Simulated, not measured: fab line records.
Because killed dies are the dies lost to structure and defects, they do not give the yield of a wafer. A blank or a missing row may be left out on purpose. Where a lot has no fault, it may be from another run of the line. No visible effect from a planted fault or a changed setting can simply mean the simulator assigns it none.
Which tool did it? -- flow n5_finfet -- 10 lots, 30 wafers sampled, at 3 steps of a route of 1938

== WHAT THE GAUGES SHOWED, per wafer ==
N5_BEOL_M8_CD_MEAS_11: target cd 38.5 nm. Usual: cd_nm at 38.3 nm, with a standard deviation of 0.61.
lot,measured,on,cd_nm (nm),flag
L592,day 9 15:20,cd_sem-03,38.5 38.1 39.0,
L595,day 10 07:00,cd_sem-01,37.3 37.4 36.9,
L600,day 12 03:39,cd_sem-03,37.9 37.1 38.1,
L598,day 12 07:55,cd_sem-02,38.4 38.1 38.5,
L602,day 12 09:55,cd_sem-02,38.4 37.6 37.8,
L608,day 13 10:28,cd_sem-01,38.2 38.6 37.9,
L606,day 14 07:17,cd_sem-03,37.4 37.2 37.7,
L609,day 14 14:03,cd_sem-01,38.5 39.0 38.0,
L612,day 16 01:36,cd_sem-03,38.4 38.6 38.4,
L611,day 16 07:03,cd_sem-02,37.8 38.5 38.0,

N5_BEOL_M8_CD_MEAS_28: target cd 40 nm. Usual: cd_nm at 39.97 nm, with a standard deviation of 0.23.
lot,measured,on,cd_nm (nm),flag
L592,day 9 16:14,cd_sem-01,40.18 40.13 40.05,
L595,day 10 07:53,cd_sem-02,39.83 40.25 39.70,
L600,day 12 05:21,cd_sem-01,39.79 39.52 39.44,
L598,day 12 09:52,cd_sem-03,37.00 36.89 36.71,OFF
L602,day 12 11:46,cd_sem-02,37.65 37.39 37.52,OFF
L608,day 13 15:56,cd_sem-02,39.65 40.26 40.30,
L606,day 14 09:07,cd_sem-01,40.04 39.84 40.29,
L609,day 14 15:43,cd_sem-02,40.20 40.16 40.48,
L612,day 16 02:59,cd_sem-03,39.65 39.65 40.25,
L611,day 16 09:31,cd_sem-03,39.62 39.64 40.00,

== WHAT TOOL EACH LOT RAN ON (gives the tool, then ch and the chambers of the sampled wafers, and finally the start) ==
lot,N5_BEOL_M8_EXPOSE_25
L592,"euv_scanner-02 ch 0, day 9 16:07"
L595,"euv_scanner-02 ch 0, day 10 07:45"
L600,"euv_scanner-01 ch 0, day 12 05:13"
L598,"euv_scanner-02 ch 0, day 12 09:45"
L602,"euv_scanner-02 ch 0, day 12 11:39"
L608,"euv_scanner-01 ch 0, day 13 15:49"
L606,"euv_scanner-01 ch 0, day 14 08:59"
L609,"euv_scanner-01 ch 0, day 14 15:35"
L612,"euv_scanner-01 ch 0, day 16 02:51"
L611,"euv_scanner-01 ch 0, day 16 09:23"
- N5_BEOL_M8_EXPOSE_25: exposes mask V7, target cd 40 nm.

== AS READ BY THE TOOLS THEMSELVES (means over the sampled wafers that have a number; for cases with no such wafer, the mark the record gives instead) ==
N5_BEOL_M8_EXPOSE_25. Usual: exposure_dose_mJ_cm2 at 42.61, with a standard deviation of 0.2.
lot,tool,exposure_dose_mJ_cm2,flag
L592,euv_scanner-02,42.47,
L595,euv_scanner-02,42.42,
L600,euv_scanner-01,42.84,
L598,euv_scanner-02,36.84,OFF
L602,euv_scanner-02,37.95,OFF
L608,euv_scanner-01,42.86,
L606,euv_scanner-01,42.83,
L609,euv_scanner-01,42.85,
L612,euv_scanner-01,42.78,
L611,euv_scanner-01,42.85,

== THE ANSWER, worked out from the rows above alone ==
Rule: a lot counts as off when the mean over its wafers that have a number is more than 3 standard deviations away from the usual mean. Also off: a lot with no number at a reading for which 4 or more lots have one. All remaining lots with rows at the step are treated as sound. First the gauges in route order, then the tools' own readings, where a lot's mean is used as printed above. At the first step where some lot is off, the reading lying furthest off is the one used; lots without a number count as furthest.
Off: L598, L602, at N5_BEOL_M8_CD_MEAS_28 (cd_nm).
A tool fits if, at a process step before that reading, it ran every lot that is off, and no sound lot after the first of them. Not tried: the gauges at N5_BEOL_M8_CD_MEAS_28; whatever is off there is also off at N5_BEOL_M8_EXPOSE_25, on other tools, and gauge error can't account for it. One fits: euv_scanner-02 at N5_BEOL_M8_EXPOSE_25. A fault onset in the window from L595 (day 10 07:45, its last sound lot) to L598 (day 12 09:45, its first lot off) fits.
On the lots that are off, the tool's own readings at N5_BEOL_M8_EXPOSE_25 differ by more than 5 times the standard deviation of the sound lots' means, which bears it out; exposure_dose_mJ_cm2 reads 37.40 there versus 42.74 on the sound lots.

== WHAT THE SIMULATOR PUT IN ==
Drift in process parameters on euv_scanner-02 at N5_BEOL_M8_EXPOSE_25, starting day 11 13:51. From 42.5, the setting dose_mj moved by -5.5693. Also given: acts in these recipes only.
Struck lots among those shown: L598, L602. The same result came from the rule above.
